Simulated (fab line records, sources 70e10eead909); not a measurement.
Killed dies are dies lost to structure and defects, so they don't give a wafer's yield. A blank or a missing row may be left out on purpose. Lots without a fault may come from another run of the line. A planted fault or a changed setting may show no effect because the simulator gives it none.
A struck lot beside a sound one | flow nand_harc | 15 steps out of a route of 1302
Sound: wafers L713.4, L713.5, L713.6. Struck: wafer L718.4. (L718.5, L718.6 of the same lot were not struck and are left out.) The cause comes at the end.
At each step with rows: each side's tool, then ch and its chambers, then its first start. Under that, the readings that differ: sound wafers | struck wafers | difference of the means | sigmas: that difference in standard deviations of wafers without a fault.
alike: readings whose means differ by less than 2 such deviations, and words and numbers that are the same on both sides. not compared: withheld readings, readings that some wafer has no value for, bounds like >300 that may hide the same value, and numbers for which the record gives no deviation and whose values overlap.
The two part at a step that has a row with sigmas, a row that says differs or no value, or rows on one side only. Numbers that don't overlap but have no deviation are shown without sigmas and don't part them. A reading that every wafer of one side lacks parts them only if that side has two wafers or more.

first, 4 steps without rows for these wafers: NHARC_A_BONDPAD_EBR_05; NHARC_A_BONDPAD_EXPOSE_06 (exposes mask A BPAD); NHARC_A_BONDPAD_PEB_07 (peb time 80 s); NHARC_A_BONDPAD_DEVELOP_08 (time 50 s).
NHARC_A_BONDPAD_CD_MEAS_09: target cd 500 nm.
  sound on cd_sem-01 ch 0, day 27 15:10; struck on cd_sem-01 ch 0, day 29 11:31
  alike: cd_nm
NHARC_A_BONDPAD_OVL_MEAS_35:
  sound on overlay-01, day 27 15:14; struck on overlay-02, day 29 11:35
  reading           | sound       | struck | difference | sigmas
  overlay_y_nm (nm) | -12 -12 -12 | 8      | +20        | +3
  alike: overlay_x_nm
then, 1 step without rows for these wafers: NHARC_A_BONDPAD_HARDBAKE_10 (time 65 s).
NHARC_A_BONDPAD_DESCUM_11: chemistry O2, time 3 s.
  sound on rie_diel-10 ch 0,1,3, day 27 15:24; struck on rie_diel-10 ch 3, day 29 11:44
  reading                | sound | struck | difference                   | sigmas
  rf_hours_counter_h (h) | - - - | 2      | no value on the sound wafers |
  alike: drypump_motor_current_A, oes_product_au, rf_vpp_V, showerhead_plenum_p_Torr, throttle_valve_pct
NHARC_A_BONDPAD_ETCH_34: etches the open film in N2/H2, target depth 60 nm, overetch 18 nm, time 65.91 s.
  sound on rie_diel-10 ch 0,1,3, day 27 15:29; struck on rie_diel-10 ch 1, day 29 11:49
  reading                | sound | struck | difference                   | sigmas
  rf_hours_counter_h (h) | - - - | 2      | no value on the sound wafers |
  alike: drypump_motor_current_A, oes_product_au, rf_vpp_V, showerhead_plenum_p_Torr, throttle_valve_pct
NHARC_A_BONDPAD_ETCH_12: etches the open film in CHF3/O2, target depth 220 nm, time 110 s.
  sound on rie_diel-10 ch 0,1,3; struck on rie_diel-10 ch 1
  reading                | sound | struck | difference                   | sigmas
  rf_hours_counter_h (h) | - - - | 2      | no value on the sound wafers |
  alike: drypump_motor_current_A, oes_product_au, rf_vpp_V, showerhead_plenum_p_Torr, throttle_valve_pct
NHARC_A_BONDPAD_CD_MEAS_13:
  sound on cd_sem-01, day 27 15:44; struck on cd_sem-03, day 29 12:02
  alike: cd_nm
NHARC_A_BONDPAD_STRIP_15: strips in O2.
  sound on rie_diel-13 ch 0,1, day 27 15:49; struck on rie_diel-10 ch 0, day 29 12:07
  alike: drypump_motor_current_A, oes_product_au, rf_vpp_V, showerhead_plenum_p_Torr, throttle_valve_pct
  not compared: rf_hours_counter_h
NHARC_A_BONDPAD_ETCH_24: etches the open film in CF4/N2, target depth 30 nm, time 72.99 s.
  sound on rie_diel-13 ch 0,1,2, day 27 15:58; struck on rie_diel-10 ch 3, day 29 12:16
  reading                     | sound             | struck  | difference | sigmas
  drypump_motor_current_A (A) | 6.3 6.2 5.4       | 5.0     | -1.0       | -3
  over_etch_frac              | 0.3 0.3 0.3       | 0.18416 | -0.11584   |
  rf_vpp_V (V)                | 311.2 311.0 318.1 | 318.3   | +4.9       | +2
  alike: oes_product_au, showerhead_plenum_p_Torr, throttle_valve_pct
  not compared: rf_hours_counter_h
then, 2 steps without rows for these wafers: NHARC_A_BONDPAD_STRIP_16 (strips in post etch residue remover, time 600 s); NHARC_END_SORT_01.

WHERE THEY PART
First at NHARC_A_BONDPAD_OVL_MEAS_35; last, within this record, at NHARC_A_BONDPAD_ETCH_24.

WHY: what the simulator had put in
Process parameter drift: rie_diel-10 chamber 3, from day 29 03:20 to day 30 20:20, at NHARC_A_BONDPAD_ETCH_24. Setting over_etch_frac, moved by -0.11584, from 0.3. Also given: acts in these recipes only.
